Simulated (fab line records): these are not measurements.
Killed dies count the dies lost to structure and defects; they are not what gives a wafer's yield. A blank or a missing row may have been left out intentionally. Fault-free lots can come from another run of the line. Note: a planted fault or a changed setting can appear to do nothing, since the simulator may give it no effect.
Struck lot and sound lot, side by side | flow n5 finfet | 37 steps out of a route of 1938
Sound: these wafers, L855.1, L855.4, L855.6. The struck wafers were L862.2, L862.3, L862.5. At the end, the cause is stated.
At each step with rows: each side's tool, then ch and its chambers, then its first start. Under that, the readings that differ: sound wafers | struck wafers | difference of the means | sigmas: that difference in standard deviations of wafers without a fault.
alike: a reading whose means differ by less than 2 such deviations, as well as words and numbers matching on both sides. not compared: withheld readings; readings where some wafer has no value; bounds like >300 that might hide an equal value; numbers whose values overlap and for which the record gives no deviation.
The two part at a step that has a row with sigmas, a row that says differs or no value, or rows on one side only. When numbers do not overlap yet have no deviation, they are printed without sigmas and do not part them. A reading that every wafer of one side lacks parts them only if that side has two wafers or more.

first, 9 steps without rows for these wafers: N5_MOL_CONTACT_COAG_COAT_58 (time 60 s, resist thk 10 nm); N5_MOL_CONTACT_COAG_COAT_02 (resist thk 30 nm); N5_MOL_CONTACT_COAG_EBR_04; N5_MOL_CONTACT_COAG_SOFTBAKE_03 (time 60 s); N5_MOL_CONTACT_COAG_EXPOSE_05 (exposes mask CA, defocus 0 nm); N5_MOL_CONTACT_COAG_PEB_06 (peb time 60 s); N5_MOL_CONTACT_COAG_DEVELOP_07 (develop time 30 s); N5_MOL_CONTACT_COAG_DESCUM_13 (chemistry O2, time 7 s); N5_MOL_CONTACT_COAG_ETCH_59 (etches underlayer in N2/H2, target depth 13 nm, time 10.4 s).
N5_MOL_CONTACT_COAG_ETCH_105: etches SiARC in CF4, target depth 15.6 nm, time 26 s.
  sound on rie diel-04 ch 0,3, day 6 14:16; struck on rie diel-01 ch 0,2,3, day 8 18:21
  alike: chamber pressure mTorr, drypump motor current A, etch rf on time s, oes product au, rf vpp V, showerhead plenum p Torr, throttle valve pct
  not compared: rf hours counter h
then, 26 steps without rows for these wafers: N5_MOL_CONTACT_COAG_ETCH_106 (etches SOC in N2/H2, target depth 80 nm, overetch 16 nm, time 120 s); N5_MOL_CONTACT_COAG_STRIP_107 (strips in N2/H2); N5_MOL_CONTACT_COAG_STRIP_108 (strips in N2/H2); N5_MOL_CONTACT_COAG_CONTACT_ETCH_14 (etches SiO2 in C4F6/O2, target depth 27.5 nm, overetch 8.5 nm, time 20 s); N5_MOL_CONTACT_COAG_STRIP_109 (strips in C4F6/O2); N5_MOL_CONTACT_COAG_ETCH_15 (etches SiNx in CH3F/O2, stops on Si:P, target depth 7 nm); N5_MOL_CONTACT_COAG_ETCH_110 (etches Si in CF4/O2, target depth 2.5 nm, time 8 s); N5_MOL_CONTACT_COAG_STRIP_98 (strips in N2/H2); N5_MOL_CONTACT_COAG_IMPLANT_129; N5_MOL_CONTACT_COAG_PRECLEAN_111 (cleans in NF3:NH3, afs cycles 1, time 20 s, sublimation time 60 s); N5_MOL_CONTACT_COAG_TI_SIL_19 (material Ti, target thk 4.2 nm, time 15 s); N5_MOL_CONTACT_COAG_ALD_20 (deposits TiN, target thk 1.5 nm, pulse time 1 s, purge time 3 s); N5_MOL_CONTACT_COAG_SIL_ANNEAL_21 (time 60 s); N5_MOL_CONTACT_COAG_PRE_CLEAN_141 (time 60 s); N5_MOL_CONTACT_COAG_SPUTTER_143 (material Co, target thk 2.5 nm); N5_MOL_CONTACT_COAG_CO_FILL_22 (material Co, precursor CCTBA/H2, target thk 20 nm); N5_MOL_CONTACT_COAG_ANNEAL_113 (time 300 s); N5_MOL_CONTACT_COAG_PRE_CLEAN_142 (time 60 s); N5_MOL_CONTACT_COAG_SPUTTER_130 (material Co, target thk 47.5 nm); N5_MOL_CONTACT_COAG_PRECLEAN_125 (cleans in DIW, time 57.5 s); N5_MOL_CONTACT_COAG_SRD_126 (dry time 32 s); N5_MOL_CONTACT_COAG_CMP_23 (polishes, stops on SiO2, t overpolish 1.5 s, target thk 0 nm); N5_MOL_CONTACT_COAG_WET_ETCH_26 (target Co, target depth 13 nm); N5_MOL_CONTACT_COAG_WET_ETCH_116 (etches the open film in SC1-inhibited, target depth 4.6 nm, rinse time 30 s); N5_MOL_CONTACT_COAG_ALD_27 (deposits SiOC, target thk 17 nm, pulse time 1.5 s, time 2720 s); N5_MOL_CONTACT_COAG_CMP_28 (polishes, stops on SiNx, t overpolish 0.85 s, target thk 14.522 nm).
-- record jumps: 8 days separate the struck wafers' starts on either side; left off in module MOL_CONTACT_COAG, taken up again in module PASSIVATION, whose first shown step is the route's number 1936 --
N5_PASSIVATION_PROBE_49:
  only the struck wafers here have rows in the record (prober-01, day 16 10:02); the sound ones have none

== WHERE THEY PART ==
At N5_PASSIVATION_PROBE_49 and nowhere else, as far as this record goes.

WHY: whatever the simulator had introduced
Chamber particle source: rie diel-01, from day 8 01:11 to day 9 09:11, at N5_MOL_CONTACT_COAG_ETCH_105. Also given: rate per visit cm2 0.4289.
